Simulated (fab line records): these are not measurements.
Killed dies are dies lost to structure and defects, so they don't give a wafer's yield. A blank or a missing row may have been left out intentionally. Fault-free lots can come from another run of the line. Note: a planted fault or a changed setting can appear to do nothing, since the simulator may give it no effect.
Matching of chambers :: flow n5_finfet :: N5_DUMMY_GATE_ETCH_42 on rie_diel-04 has 4 sister chambers
The step etches SiO2 in CHF3/O2, target depth 3.5 nm, time 31 s. 4 wafers are shown with their chamber, then 7 later ones without.

== EACH WAFER AND ITS CHAMBER ==
wafer: L742.1
chamber: 0
drypump_motor_current_A (A): 6.3

wafer: L742.5
chamber: 3
drypump_motor_current_A (A): 5.9

wafer: L743.2
chamber: 2
drypump_motor_current_A (A): 5.4

wafer: L743.3
chamber: 1
drypump_motor_current_A (A): 6.0

== WAFERS WITHOUT THEIR CHAMBER ==
wafer: L743.4
drypump_motor_current_A (A): 6.0

wafer: L747.1
drypump_motor_current_A (A): 6.4

wafer: L747.2
drypump_motor_current_A (A): 6.0

wafer: L747.3
drypump_motor_current_A (A): 5.4

wafer: L753.1
drypump_motor_current_A (A): 5.4

wafer: L753.2
drypump_motor_current_A (A): 6.0

wafer: L753.4
drypump_motor_current_A (A): 6.3

== CHAMBER TAKEN BY EACH ==
wafer: L743.4
from the rows above: 1
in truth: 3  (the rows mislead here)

wafer: L747.1
from the rows above: 0
in truth: 0

wafer: L747.2
from the rows above: 1
in truth: 1

wafer: L747.3
from the rows above: 2
in truth: 2

wafer: L753.1
from the rows above: 2
in truth: 2

wafer: L753.2
from the rows above: 1
in truth: 1

wafer: L753.4
from the rows above: 0
in truth: 0
Correctly placed: 6 of 7. Not placeable from these rows: 0. Wrongly placed: 1.
How it was worked out, from the rows above alone: a wafer's distance from a chamber is the root of the sum, over the readings, of the square of ((its reading less the chamber's mean) divided by the reading's scatter). The wafer belongs to the nearest chamber; if the next one is less than 2 further off, it can't be placed. For every chamber, the mean is computed from those of its wafers that are shown. The scatter: root of mean squared gap, hidden wafer to nearest shown wafer, with one shown wafer a chamber.
